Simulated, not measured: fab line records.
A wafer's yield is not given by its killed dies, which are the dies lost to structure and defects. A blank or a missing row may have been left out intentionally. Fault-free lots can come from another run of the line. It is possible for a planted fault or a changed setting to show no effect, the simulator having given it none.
Matching of chambers	flow n5_finfet	N5_BEOL_M11_VIA_ETCH_34 on rie_diel-03 has 4 sister chambers
The step etches SiCOH lowk in C4F6/O2, target depth 184.5 nm, time 69.2 s. 18 wafers are shown with their chamber, then 9 later ones without.

EACH WAFER AND ITS CHAMBER
wafer	chamber	showerhead_plenum_p_Torr (Torr)	drypump_motor_current_A (A)	rf_vpp_V (V)
L074.3	3	2.89	5.81	677
L074.4	2	2.88	6.08	615
L074.5	2	2.88	6.09	615
L078.1	1	2.82	5.46	690
L078.2	2	2.88	6.06	616
L078.6	3	2.88	5.85	676
L079.1	0	2.73	5.72	668
L079.4	1	2.82	5.48	689
L079.5	1	2.82	5.50	689
L082.1	2	2.87	6.04	616
L082.2	0	2.72	5.68	668
L082.6	2	2.87	6.07	615
L086.1	3	2.88	5.80	645
L086.2	1	2.82	5.51	690
L086.5	2	2.87	6.06	616
L091.4	0	2.72	5.74	667
L091.5	0	2.72	5.73	665
L091.6	1	2.81	5.50	688

SIGNATURES, as means of the wafers listed above
reading	chamber 0	chamber 1	chamber 2	chamber 3	scatter within a chamber
showerhead_plenum_p_Torr	2.7225	2.8180	2.8750	2.8833	0.00515
drypump_motor_current_A	5.7175	5.4900	6.0667	5.8200	0.0217
rf_vpp_V	667.00	689.20	615.50	666.00	6.93
Rule: for each reading, subtract the chamber's mean from the wafer's reading, divide by that reading's scatter and square the result; add these up over the readings and take the root, which gives the wafer's distance from the chamber. The wafer belongs to the nearest chamber; if the next one is less than 2 further off, it can't be placed. The scatter: take each reading less its chamber's mean, square it, sum over the shown wafers, divide by the number of wafers less the number of chambers, and take the root.

WAFERS WHOSE CHAMBER IS MISSING
wafer	showerhead_plenum_p_Torr (Torr)	drypump_motor_current_A (A)	rf_vpp_V (V)
L092.2	2.87	5.85	644
L092.3	2.72	5.75	669
L092.5	2.87	5.84	644
L095.3	2.71	5.69	667
L095.4	2.81	5.48	688
L095.5	2.71	5.70	667
L096.3	2.87	5.85	644
L096.5	2.86	6.02	613
L096.6	2.81	5.44	689

CHAMBER TAKEN BY EACH
wafer	from the rows above	in truth
L092.2	3	3
L092.3	0	0
L092.5	3	3
L095.3	0	0
L095.4	1	1
L095.5	0	0
L096.3	3	3
L096.5	2	2
L096.6	1	1
Placed correctly: 9 of 9. Can't be placed from these rows: 0. 0 placed wrongly.
